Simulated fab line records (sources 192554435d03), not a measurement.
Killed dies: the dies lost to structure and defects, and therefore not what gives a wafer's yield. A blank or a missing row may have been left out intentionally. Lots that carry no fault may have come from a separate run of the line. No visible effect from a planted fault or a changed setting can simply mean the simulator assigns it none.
fab line records	flow n5Finfet
record: lots: 6	wafers: 18	lastDay: 16
route steps=1938 shown BEOL_M14@1764 BEOL_M15@1773 PASSIVATION@1936
lots untouched by any fault: they come from a run of this same line in which no faults occurred
startH: hours from the record's first day to the start of the lot's first wafer shown	waitH: hours from the lot's prior step to this one	" the same as in the row above	L1.1+2: one row covering several wafers at once	- no value, or no start was given	* or withheld: withheld	< > ~ a bound
route shown NAME@n: a module of which the file shows steps, and the number in the route of the first	usual: mean/standard deviation of fault-free wafers	same: alike in all rows	chamber/n: place in a boat	sites: readings site by site	_std_site: how widely they spread, as a standard deviation	_edge_site: outer sites' mean less inner sites'	radiusMm: for every site, how far away it sits from the centre of the wafer	mask NAME#n: copy n	behind: tool/chamber where the wafer was last shaped	hold: why the lot went on hold/how many hours it stayed there/how the hold came to an end	device: names the non-switching transistor (n, p or np)	end of line: the route-end tests of the same wafers	a step without rows: its recipe alone	killed: count of dies lost to structure and defects at first sort (not the wafer's yield)	map: the dies of a wafer, with x for killed, . for not killed, _ for no die there
set.NAME: the setting the step ran with; set.NAME@STEP: the setting that earlier step ran with	model.NAME: the simulator's own value behind a step, which no gauge read
lots at selected steps of the route; one table per step, one row per wafer
services: a tool's chamber out of use, with start hour (startH, from the record's first day; less than 0 if before it), hours out, and reason
== steps ==
step: N5_BEOL_M14_SPUTTER_45
recipe: material: Cu	targetThkA: 1000	tempC: -20	biasV: 60	powerW: 26000	chamberPressurePa: 0.13	timeS: 16.67
usual: throttleValvePct: 29.8/1.2
lot.wafer	tool	chamber	startH	waitH	throttleValvePct
L586.1	pvdSputter-02	-	242.11	0.0	32.3
L586.5	"	-	"	"	32.3
L586.6	"	-	"	"	27.7
L591.1	pvdSputter-01	-	286.84	0.0	29.3
L591.3	"	-	"	"	29.1
L591.5	"	-	"	"	28.9
L595.2	pvdSputter-03	-	300.22	0.0	29.9
L595.4	"	-	"	"	28.4
L595.6	"	-	"	"	30.0
L594.2	pvdSputter-02	-	300.92	0.0	29.4
L594.4	"	-	"	"	32.1
L594.6	"	-	"	"	32.3
L603.3	pvdSputter-03	-	350.63	0.0	28.6
L603.4	"	-	"	"	30.1
L603.5	"	-	"	"	29.8
L606.3	pvdSputter-01	-	368.68	0.0	29.1
L606.5	"	-	"	"	28.9
L606.6	"	-	"	"	29.5
step: N5_BEOL_M14_ECD_47
recipe: material: Cu	targetThkA: 12480
step: N5_BEOL_M14_ANNEAL_48
recipe: tempC: 225	timeS: 90	ambient: N2
usual: annealTempC: 224.98/0.16	wafer_temp_C_max: 225.85/0.21
lot.wafer	tool	chamber	startH	waitH	annealTempC	wafer_temp_C_max
L586.1	rtpAnneal-01	0	242.42	0.1	224.82	225.52
L586.5	"	0	"	"	225.01	225.93
L586.6	"	0	"	"	224.99	225.99
L591.1	rtpAnneal-01	0	287.21	0.2	225.17	225.99
L591.3	"	0	"	"	224.75	225.90
L591.5	"	0	"	"	225.15	226.09
L595.2	rtpAnneal-01	0	300.65	0.3	224.90	225.67
L595.4	"	0	"	"	224.73	225.98
L595.6	"	0	"	"	225.07	225.53
L594.2	rtpAnneal-01	0	301.46	0.4	224.95	225.73
L594.4	"	0	"	"	224.96	225.88
L594.6	"	0	"	"	224.79	225.87
L603.3	rtpAnneal-01	0	351.32	0.5	225.11	225.83
L603.4	"	0	"	"	225.14	225.92
L603.5	"	0	"	"	224.95	225.67
L606.3	rtpAnneal-02	0	369.09	0.2	224.83	225.79
L606.5	"	0	"	"	224.85	225.79
L606.6	"	0	"	"	224.91	225.73
step: N5_BEOL_M14_CMP_49
recipe: stopOn: SiO2	tOverpolishS: 5.2	downForcePsi: 2	platenRpm: 80	clearingPlatenDownForcePsi: 2	clearingPlatenRpm: 80	postCmpClean: cuAlkaline	targetThkNm: 560	clearingPlatenPadVelocityMS: 1.5917	padVelocityMS: 1.5917
usual: barrierFieldEndpointS: 11.6/0.41	clearingPlatenRpm: 80.00/0.04	motorCurrentA: 8.4/0.6	overpolishRunS: 5.199/0.0096	retainingRingPressureFrac: 1.000/0.005	slurryFlowMlMin: 149.9/0.49	timeToEndpointS: 125/6.7
lot.wafer	tool	chamber	startH	waitH	barrierFieldEndpointS	clearingPlatenRpm	motorCurrentA	overpolishRunS	retainingRingPressureFrac	slurryFlowMlMin	timeToEndpointS
L586.1	cmp-02	2	242.83	0.4	11.8	79.94	9.0	5.192	0.995	149.6	133
L586.5	"	3	"	"	11.8	79.97	8.1	5.208	0.999	150.1	130
L586.6	"	0	"	"	11.2	80.04	9.0	5.200	0.995	150.5	121
L591.3	cmp-01	2	287.62	0.3	11.1	79.93	8.2	5.192	0.994	150.7	115
L591.1	"	3	"	"	10.9	79.96	8.0	5.183	1.007	149.5	117
L591.5	"	1	"	"	11.2	80.04	7.7	5.183	0.996	149.0	119
L595.4	cmp-03	0	300.91	0.1	11.6	79.96	8.3	5.205	1.001	150.2	126
L595.2	"	3	"	"	11.8	80.01	9.0	5.186	0.998	149.1	131
L595.6	"	0	"	"	11.9	79.94	8.5	5.211	0.998	149.9	127
L594.2	cmp-02	2	301.72	0.2	12.5	80.05	9.3	5.216	0.993	149.2	140
L594.4	"	3	"	"	12.1	80.06	8.1	5.204	1.010	149.8	134
L594.6	"	3	"	"	12.2	79.98	8.6	5.210	1.009	149.4	136
L603.3	cmp-03	1	351.56	0.2	11.4	79.97	7.7	5.204	0.999	150.2	121
L603.4	"	3	"	"	11.7	80.01	9.0	5.191	1.002	149.9	128
L603.5	"	1	"	"	11.1	79.99	7.8	5.200	1.002	149.9	121
L606.3	cmp-01	1	369.30	0.2	11.7	79.99	8.1	5.198	1.001	149.4	122
L606.6	"	1	"	"	11.3	79.96	7.8	5.185	1.001	149.6	117
L606.5	"	2	"	"	11.3	80.01	8.3	5.199	1.006	149.8	117
step: N5_BEOL_M14_THK_MEAS_50
recipe: thkMeasGauge: xrf	reads: Cu_of_BEOL_M14_ECD_47
usual: M14_THK: 572/24
lot.wafer	tool	chamber	startH	waitH	M14_THK[nm]
L586.1	filmMetro-02	-	243.01	-	621
L586.5	"	-	"	"	545
L586.6	"	-	"	"	577
L591.1	filmMetro-01	-	287.88	-	599
L591.3	"	-	"	"	629
L591.5	"	-	"	"	546
L595.2	filmMetro-02	-	301.20	-	550
L595.4	"	-	"	"	539
L595.6	"	-	"	"	574
L594.2	filmMetro-01	-	302.01	-	593
L594.4	"	-	"	"	562
L594.6	"	-	"	"	561
L603.3	filmMetro-01	-	351.82	-	572
L603.4	"	-	"	"	608
L603.5	"	-	"	"	606
L606.3	filmMetro-01	-	369.60	-	543
L606.5	"	-	"	"	539
L606.6	"	-	"	"	606
step: N5_BEOL_M14_PRE_CLEAN_52
recipe: gas: NH3	timeS: 15	tempC: withheld	rfPowerW: 300
step: N5_BEOL_M14_DEP_53
recipe: material: SiCN	targetThkA: 500	tempC: withheld	precursor: 3MS/NH3	pressureTorr: 3	rfW: 675	timeS: 17.8
step: N5_BEOL_M14_RS_MEAS_54
recipe: thkMeasGauge: four-point-probe	reads: Cu_of_BEOL_M14_ECD_47+Ta_of_BEOL_M14_SPUTTER_44+TaN_of_BEOL_M14_SPUTTER_43
usual: M14_RS: 0.0332/0.0013
lot.wafer	tool	chamber	startH	waitH	M14_RS[ohm/sq]
L586.1	filmMetro-02	-	243.14	0.0	0.0304
L586.5	"	-	"	"	0.0347
L586.6	"	-	"	"	0.0329
L591.1	filmMetro-02	-	288.04	0.1	0.0321
L591.3	"	-	"	"	0.0307
L591.5	"	-	"	"	0.0354
L595.2	filmMetro-02	-	301.33	0.1	0.0338
L595.4	"	-	"	"	0.0346
L595.6	"	-	"	"	0.0325
L594.2	filmMetro-01	-	302.14	0.1	0.0322
L594.4	"	-	"	"	0.0341
L594.6	"	-	"	"	0.0340
L603.3	filmMetro-02	-	351.96	0.1	0.0337
L603.4	"	-	"	"	0.0316
L603.5	"	-	"	"	0.0319
L606.3	filmMetro-02	-	369.73	0.1	0.0351
L606.5	"	-	"	"	0.0353
L606.6	"	-	"	"	0.0315
step: N5_BEOL_M14_INSPECT_55
recipe: inspectInstrument: darkfield	mode: postDep
usual: rawDefectCount: 73/24
lot.wafer	tool	chamber	startH	waitH	rawDefectCount
L586.1	defectInspect-02	-	243.16	0.0	55
L586.5	"	-	"	"	78
L586.6	"	-	"	"	29
L591.1	defectInspect-01	-	288.06	0.0	61
L591.3	"	-	"	"	98
L591.5	"	-	"	"	64
L595.2	defectInspect-02	-	301.36	0.0	66
L595.4	"	-	"	"	58
L595.6	"	-	"	"	77
L594.2	defectInspect-01	-	302.17	0.0	54
L594.4	"	-	"	"	56
L594.6	"	-	"	"	51
L603.3	defectInspect-02	-	351.99	0.0	77
L603.4	"	-	"	"	56
L603.5	"	-	"	"	66
L606.3	defectInspect-01	-	369.75	0.0	60
L606.5	"	-	"	"	82
L606.6	"	-	"	"	111
step: N5_BEOL_M15_ILD_DEP_00
recipe: material: SiO2	targetThkA: 16293	tempC: 400	precursor: TEOS/O2	pressureTorr: 6.5	rfW: 900	teosFlowSccm: 161.4	gas: O2	flowSccm: 2650	timeS: 346.1
step: N5_BEOL_M15_THK_MEAS_01
recipe: reads: SiO2_of_BEOL_M15_ILD_DEP_00
usual: M15_ILD_THK: 1638/26
lot.wafer	tool	chamber	startH	waitH	M15_ILD_THK[nm]
L586.1	filmMetro-01	-	243.45	0.1	1643
L586.5	"	-	"	"	1670
L586.6	"	-	"	"	1673
L591.1	filmMetro-02	-	288.35	0.1	1624
L591.3	"	-	"	"	1599
L591.5	"	-	"	"	1667
L595.2	filmMetro-01	-	301.64	0.1	1643
L595.4	"	-	"	"	1628
L595.6	"	-	"	"	1669
L594.2	filmMetro-02	-	302.45	0.1	1609
L594.4	"	-	"	"	1616
L594.6	"	-	"	"	1653
L603.3	filmMetro-02	-	352.27	0.1	1621
L603.4	"	-	"	"	1639
L603.5	"	-	"	"	1629
L606.3	filmMetro-01	-	370.04	0.1	1612
L606.5	"	-	"	"	1634
L606.6	"	-	"	"	1642
step: N5_BEOL_M15_COAT_58
recipe: resist: BARC	tempC: 205	timeS: 60	spinRpm: 1500	resistThkNm: 89
step: N5_BEOL_M15_COAT_04
recipe: spinRpm: 1704	resistThkNm: 800
usual: spinSpeedRpm: 1703.9/1.1
lot.wafer	tool	chamber	startH	waitH	spinSpeedRpm	model.coat_of_BEOL_M15_COAT_04.thkNm
L586.1	lithoTrack-01	0	243.49	-	1704.4	796.8
L586.5	"	0	"	"	1703.9	798.2
L586.6	"	0	"	"	1703.8	798.2
L591.1	lithoTrack-05	0	288.38	-	1702.8	803
L591.3	"	0	"	"	1703.7	803.6
L591.5	"	0	"	"	1704.8	803.2
L595.2	lithoTrack-01	0	301.68	-	2300.9	693.4
L595.4	"	0	"	"	2303.0	691.8
L595.6	"	0	"	"	2302.0	692.4
L594.2	lithoTrack-01	0	302.49	-	2300.6	687.8
L594.4	"	0	"	"	2299.9	690.4
L594.6	"	0	"	"	2301.9	691
L603.3	lithoTrack-05	0	352.31	-	1703.6	798.8
L603.4	"	0	"	"	1703.3	804
L603.5	"	0	"	"	1705.8	803.8
L606.3	lithoTrack-05	0	370.07	-	1704.5	801.6
L606.5	"	0	"	"	1703.6	800.4
L606.6	"	0	"	"	1703.7	802
step: N5_BEOL_M15_EBR_06
recipe: solvent: PGMEA	ebrWidthMm: 1.5
step: N5_BEOL_M15_SOFTBAKE_05
recipe: tempC: 130	timeS: 60
step: N5_BEOL_M15_EXPOSE_07
recipe: maskId: V14	na: 0.8	sourceShape: annular	sigmaInner: 0.5	sigmaOuter: 0.8	polarization: unpolarized	attpsmPhaseDeg: 180	doseMj: 41.25
step: N5_BEOL_M15_PEB_08
recipe: pebTempC: 130	pebTimeS: 90
step: N5_BEOL_M15_DEVELOP_09
recipe: developTimeS: 45	rinseLiquid: diw	dry: airSpin	devTempC: 21
step: N5_BEOL_M15_HARDBAKE_14
recipe: tempC: 130	timeS: 120
step: N5_BEOL_M15_CD_MEAS_10
recipe: targetCdNm: 360	landingEnergyEv: 500	detector: seInlens	polarity: opening
usual: cdNm: 360.7/2.1
same: landingEnergyEv: 500
lot.wafer	tool	chamber	startH	waitH	cdNm
L586.1	cdSem-03	0	243.75	-	359.3
L586.5	"	0	"	"	358.3
L586.6	"	0	"	"	358.7
L591.1	cdSem-03	0	288.78	-	362.7
L591.3	"	0	"	"	359.3
L591.5	"	0	"	"	364.4
L595.2	cdSem-01	0	301.95	-	366.4
L595.4	"	0	"	"	368.3
L595.6	"	0	"	"	364.5
L594.2	cdSem-03	0	302.88	-	365.3
L594.4	"	0	"	"	368.3
L594.6	"	0	"	"	369.7
L603.3	cdSem-01	0	352.70	-	362.8
L603.4	"	0	"	"	359.2
L603.5	"	0	"	"	358.1
L606.3	cdSem-01	0	370.47	-	357.0
L606.5	"	0	"	"	357.2
L606.6	"	0	"	"	358.3
step: N5_BEOL_M15_OVL_MEAS_11
recipe: pointsPerWafer: 44
usual: V14_OVL: -2/5.7
lot.wafer	tool	chamber	startH	waitH	V14_OVL[nm]
L586.1	overlay-01	0	243.78	0.0	-7
L586.5	"	0	"	"	3
L586.6	"	0	"	"	-5
L591.1	overlay-02	0	288.81	0.0	-2
L591.3	"	0	"	"	-4
L591.5	"	0	"	"	-7
L595.2	overlay-02	0	301.98	0.0	2
L595.4	"	0	"	"	-1
L595.6	"	0	"	"	-2
L594.2	overlay-02	0	302.91	0.0	-6
L594.4	"	0	"	"	1
L594.6	"	0	"	"	-6
L603.3	overlay-02	0	352.73	0.0	7
L603.4	"	0	"	"	4
L603.5	"	0	"	"	8
L606.3	overlay-01	0	370.50	0.0	7
L606.5	"	0	"	"	8
L606.6	"	0	"	"	8
step: N5_BEOL_M15_INSPECT_12
recipe: mode: adi	inspectInstrument: macro
usual: rawDefectCount: 2.1/1.4
lot.wafer	tool	chamber	startH	waitH	rawDefectCount
L586.1	defectInspect-01	-	243.81	0.0	6
L586.5	"	-	"	"	0
L586.6	"	-	"	"	5
L591.1	defectInspect-01	-	288.83	0.0	1
L591.3	"	-	"	"	4
L591.5	"	-	"	"	2
L595.2	defectInspect-01	-	302.00	0.0	3
L595.4	"	-	"	"	3
L595.6	"	-	"	"	3
L594.2	defectInspect-02	-	302.93	0.0	3
L594.4	"	-	"	"	3
L594.6	"	-	"	"	0
L603.3	defectInspect-02	-	352.76	0.0	2
L603.4	"	-	"	"	4
L603.5	"	-	"	"	1
L606.3	defectInspect-01	-	370.52	0.0	2
L606.5	"	-	"	"	3
L606.6	"	-	"	"	6
step: N5_BEOL_M15_DESCUM_15
recipe: chemistry: O2	timeS: 7.9	sourcePowerW: 50	biasPowerW: 20	pressureMtorr: 20	rfFrequencyHz: 2.712e+07	tempC: 40	o2FlowSccm: 225
usual: drypumpMotorCurrentA: 5.8/0.48	oesProductAu: 0.77/0.072	rfVppV: 242.8/1.1	showerheadPlenumPTorr: 2.08/0.046	throttleValvePct: 20.44/0.27
lot.wafer	tool	chamber	startH	waitH	drypumpMotorCurrentA	oesProductAu	rfHoursCounterH	rfVppV	showerheadPlenumPTorr	throttleValvePct
L586.1	rieDiel-03	3	243.84	0.0	6.6	0.80	107	243.6	2.12	20.31
L586.5	"	2	"	"	5.7	0.69	-	244.9	2.16	20.58
L586.6	"	3	"	"	6.6	0.80	-	243.3	2.12	20.30
L591.1	rieDiel-02	2	288.86	0.0	6.4	0.69	193	244.3	2.11	20.81
L591.3	"	1	"	"	5.7	0.77	120	242.7	2.01	20.32
L591.5	"	3	"	"	5.4	0.73	-	243.5	2.08	20.69
L595.2	rieDiel-03	1	302.11	0.1	4.8	0.85	54	244.3	2.13	20.23
L595.4	"	3	"	"	6.7	0.78	126	242.8	2.11	20.33
L595.6	"	0	"	"	5.3	0.80	-	241.8	2.03	20.53
L594.2	rieDiel-03	3	303.19	0.3	6.7	0.78	126	242.6	2.11	20.33
L594.4	"	1	"	"	4.8	0.84	55	244.2	2.13	20.25
L594.6	"	0	"	"	5.3	0.79	-	242.4	2.03	20.54
L603.3	rieDiel-02	3	353.14	0.4	5.4	0.71	214	241.7	2.07	20.74
L603.4	"	0	"	"	5.4	0.82	100	243.1	2.05	20.16
L603.5	"	3	"	"	5.4	0.72	-	242.5	2.07	20.71
L606.3	rieDiel-02	3	370.80	0.3	5.4	0.72	220	242.4	2.07	20.75
L606.5	"	1	"	"	5.7	0.75	-	241.3	2.00	20.36
L606.6	"	3	"	"	5.4	0.70	-	243.3	2.07	20.73
step: N5_BEOL_M15_ETCH_59
recipe: chemistry: N2/H2	target: BARC	targetDepthA: 890	overetchA: 267	timeS: 67.9	ionEnergyEv: 200	pressureMtorr: 30	sourceW: 840	biasW: 150	n2FlowSccm: 200	h2FlowSccm: 200
step: N5_BEOL_M15_VIA_ETCH_16
recipe: chemistry: C4F8/O2/Ar	target: SiO2	heInnerTorr: 15	heOuterTorr: 30	targetDepthA: 17922	timeS: withheld	ionEnergyEv: 800	pressureMtorr: 20	sourceW: 1905	biasW: 2040	Ar_flow_sccm: 400	C4F8_flow_sccm: 16	O2_flow_sccm: 12	ends: cleared
usual: drypumpMotorCurrentA: 5.8/0.48	oes_f_703_au: 0.78/0.072	oesProductAu: 0.70/0.067	rfVppV: 2237/41	showerheadPlenumPTorr: 3.39/0.061	throttleValvePct: 30.74/0.26
lot.wafer	tool	chamber	startH	waitH	drypumpMotorCurrentA	oes_f_703_au	oesProductAu	rfVppV	showerheadPlenumPTorr	throttleValvePct	model.coat_of_BEOL_M15_COAT_04.thkNm
L586.1	rieDiel-03	3	243.93	0.0	6.6	0.82	0.71	2203	3.43	30.47	332.4
L586.5	"	2	"	"	5.7	0.70	0.62	2209	3.51	30.75	315.8
L586.6	"	3	"	"	6.6	0.83	0.72	2202	3.43	30.47	325.6
L591.1	rieDiel-02	2	288.95	0.0	6.5	0.69	0.62	2229	3.41	30.89	335.8
L591.3	"	1	"	"	5.7	0.79	0.70	2231	3.33	30.85	343
L591.5	"	3	"	"	5.4	0.69	0.66	2278	3.37	30.75	332.4
L595.2	rieDiel-03	1	302.20	0.0	4.8	0.83	0.77	2282	3.49	30.61	223.2
L595.4	"	3	"	"	6.7	0.81	0.70	2201	3.42	30.47	231
L595.6	"	0	"	"	5.3	0.82	0.72	2277	3.33	30.98	209.8
L594.2	rieDiel-03	3	303.28	0.0	6.6	0.81	0.70	2201	3.42	30.50	231.6
L594.4	"	1	"	"	4.8	0.84	0.77	2282	3.49	30.61	226.4
L594.6	"	0	"	"	5.3	0.83	0.72	2278	3.33	31.01	211.6
L603.3	rieDiel-02	3	353.22	0.0	5.4	0.68	0.63	2278	3.35	30.76	339.2
L603.4	"	0	"	"	5.4	0.84	0.75	2288	3.35	30.51	321.6
L603.5	"	3	"	"	5.4	0.69	0.64	2277	3.35	30.76	341.6
L606.3	rieDiel-02	3	370.89	0.0	5.4	0.68	0.64	2275	3.35	30.78	343.4
L606.5	"	1	"	"	5.7	0.77	0.67	2229	3.31	30.90	331.4
L606.6	"	3	"	"	5.4	0.69	0.64	2278	3.35	30.75	336.2
step: N5_BEOL_M15_STRIP_63
recipe: chemistry: O2	powerW: 600	tempC: 60	pressureMtorr: 30	rfFrequencyHz: 6e+07	biasPowerW: 0	overashFraction: 0.3	o2FlowSccm: 225
usual: drypumpMotorCurrentA: 5.8/0.48	oesProductAu: 0.77/0.072	rfVppV: 3.7/0.77	showerheadPlenumPTorr: 2.08/0.046	throttleValvePct: 16.68/0.26
same: overashFraction: 0.3
lot.wafer	tool	chamber	startH	waitH	drypumpMotorCurrentA	oesProductAu	rfHoursCounterH	rfVppV	showerheadPlenumPTorr	throttleValvePct
L586.1	rieDiel-03	3	-	-	6.6	0.80	107	4.8	2.12	16.51
L586.5	"	2	"	"	5.8	0.69	-	4.5	2.17	16.85
L586.6	"	3	"	"	6.7	0.80	-	4.9	2.12	16.52
L591.1	rieDiel-02	2	-	-	6.4	0.69	193	4.4	2.11	17.08
L591.3	"	1	"	"	5.7	0.76	120	3.0	2.02	16.58
L591.5	"	3	"	"	5.4	0.73	-	3.7	2.08	16.95
L595.2	rieDiel-03	1	-	-	4.8	0.86	54	4.0	2.13	16.55
L595.4	"	3	"	"	6.6	0.79	126	2.7	2.11	16.58
L595.6	"	0	"	"	5.3	0.80	-	4.9	2.04	16.72
L594.2	rieDiel-03	3	-	-	6.6	0.78	126	3.9	2.11	16.56
L594.4	"	1	"	"	4.8	0.85	55	3.6	2.13	16.52
L594.6	"	0	"	"	5.3	0.79	-	3.7	2.04	16.71
L603.3	rieDiel-02	3	-	-	5.4	0.71	215	3.9	2.08	16.98
L603.4	"	0	"	"	5.4	0.81	100	4.0	2.06	16.41
L603.5	"	3	"	"	5.4	0.72	-	2.7	2.08	17.00
L606.3	rieDiel-02	3	-	-	5.4	0.71	220	3.8	2.07	17.01
L606.5	"	1	"	"	5.7	0.75	-	4.2	2.01	16.64
L606.6	"	3	"	"	5.4	0.71	-	4.0	2.07	16.99
step: N5_PASSIVATION_PROBE_49
usual: defectLimitedYield: 91.4/1.6	killed_at_M0_to_M3: 35/10	killed_at_M4_up: 12/4.7	killedAtContacts: 12/5.8	killedAtFrontEnd: 38/12	killedAtOther: 4/3.2	killedDies: 102/18	killedOpen: 68/14	killedShort: 32/8	sort_bin_5_function: 5.1/0.96	sort_bin_6_memory: 3.2/0.77	sortNPass: 1078/20	sortYieldPct: 91.3/1.7
same: grossDies: 1180	killedAtBackSide: 0	sort_bin_4_leakage[%]: 0	sort_bin_8_speed[%]: 0
lot.wafer	tool	chamber	startH	waitH	defectLimitedYield[%]	killed_at_M0_to_M3	killed_at_M4_up	killedAtContacts	killedAtFrontEnd	killedAtOther	killedDies	killedOpen	killedShort	sort_bin_5_function[%]	sort_bin_6_memory[%]	sortNPass	sortYieldPct[%]
L586.1	prober-01	-	264.07	0.0	90.9	43	8	8	41	7	107	76	30	5.4	3.3	1073	90.9
L586.5	prober-01	-	264.27	0.2	90.8	32	13	5	57	2	109	63	44	6.2	2.6	1071	90.8
L586.6	prober-01	-	264.32	0.3	91.2	30	5	3	62	4	104	67	33	4.8	3.8	1076	91.2
L603.5	prober-01	-	374.14	0.2	90.4	57	16	7	31	2	113	69	44	5.2	4.0	1067	90.4
killed by level:class
L586.1 FIN_SAQP:geometricParticle:short=12 STI_FIN_REVEAL:geometricParticle:open=11 BEOL_M0_SAQP:geometricParticle:open=11 FIN_SAQP:geometricParticle:open=9 BEOL_M0_SAQP:geometricParticle:short=8 BEOL_M3:geometricParticle:open=8 BEOL_M1:geometricParticle:open=7 MOL_CONTACT_COAG:geometricParticle:open=7
L586.5 FIN_SAQP:geometricParticle:open=14 FIN_SAQP:geometricParticle:short=12 DUMMY_GATE:geometricParticle:open=8 BEOL_M0_SAQP:geometricParticle:open=8 BEOL_M0_SAQP:geometricParticle:short=8 STI_FIN_REVEAL:geometricParticle:open=7 BEOL_M1:geometricParticle:open=5 BEOL_M4:geometricParticle:open=5
L586.6 FIN_SAQP:geometricParticle:short=16 FIN_SAQP:geometricParticle:open=14 STI_FIN_REVEAL:geometricParticle:open=11 BEOL_M2:geometricParticle:open=10 DUMMY_GATE:geometricParticle:open=6 BEOL_M1:geometricParticle:open=6 BEOL_M0_SAQP:geometricParticle:short=5 BEOL_M0_SAQP:geometricParticle:open=5
L603.5 BEOL_M0_SAQP:geometricParticle:open=12 BEOL_M0_SAQP:geometricParticle:short=12 BEOL_M1:geometricParticle:open=11 FIN_SAQP:geometricParticle:open=6 BEOL_M2:geometricParticle:open=6 FIN_SAQP:geometricParticle:short=5 BEOL_M1:geometricParticle:short=5 GATE_CUT:geometricParticle:short=4
== services ==
tool	chamber	startH	hours	kind
cmp-03	-	238.49	1.3	repair
cmp-02	-	239.66	0.5	repair
cmp-03	-	245.04	4.0	pm
cmp-03	-	249.04	-	consumableReplace:conditioner
cmp-03	-	249.04	-	consumableReplace:pad
rieDiel-02	-	249.58	2.8	pm
rieDiel-03	2	261.75	-	clean
rieDiel-03	2	261.75	-	consumableReplace:focusRing
rieDiel-03	2	261.75	24.2	scheduledDown
rieDiel-03	2	261.75	24.2	ventCycle
cmp-02	-	267.38	1.9	repair
cmp-02	-	287.51	1.1	repair
cmp-02	-	289.55	2.3	repair
pvdSputter-01	-	346.24	2.4	repair
== key ==
firstSign: step: N5_BEOL_M15_COAT_04	reading: spinSpeedRpm	direction: up	sigmas: 99+	usual: *	struck: *
effect: step: N5_BEOL_M15_CD_MEAS_10	reading: cdNm	direction: up	sigmas: 3.1	usual: 360.7	struck: 367.1
modelEffect: step: N5_BEOL_M15_COAT_04	value: coat_of_BEOL_M15_COAT_04.thkNm	without: 803.1	struck: 691.1
modelEffect: step: N5_BEOL_M15_VIA_ETCH_16	value: coat_of_BEOL_M15_COAT_04.thkNm	without: 334.3	struck: 222.3
metAt N5_BEOL_M15_COAT_04
struckWafers L594.2,L594.4,L594.6,L595.2,L595.4,L595.6
onsetBetween 243.49 301.68
fault: kind: processParameterDrift	tool: lithoTrack-01	chamber: -	onsetH: 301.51	steps: N5_BEOL_M15_COAT_04	channel: spinRpm	offset: *	shape: step	actsIn: *	stated: *
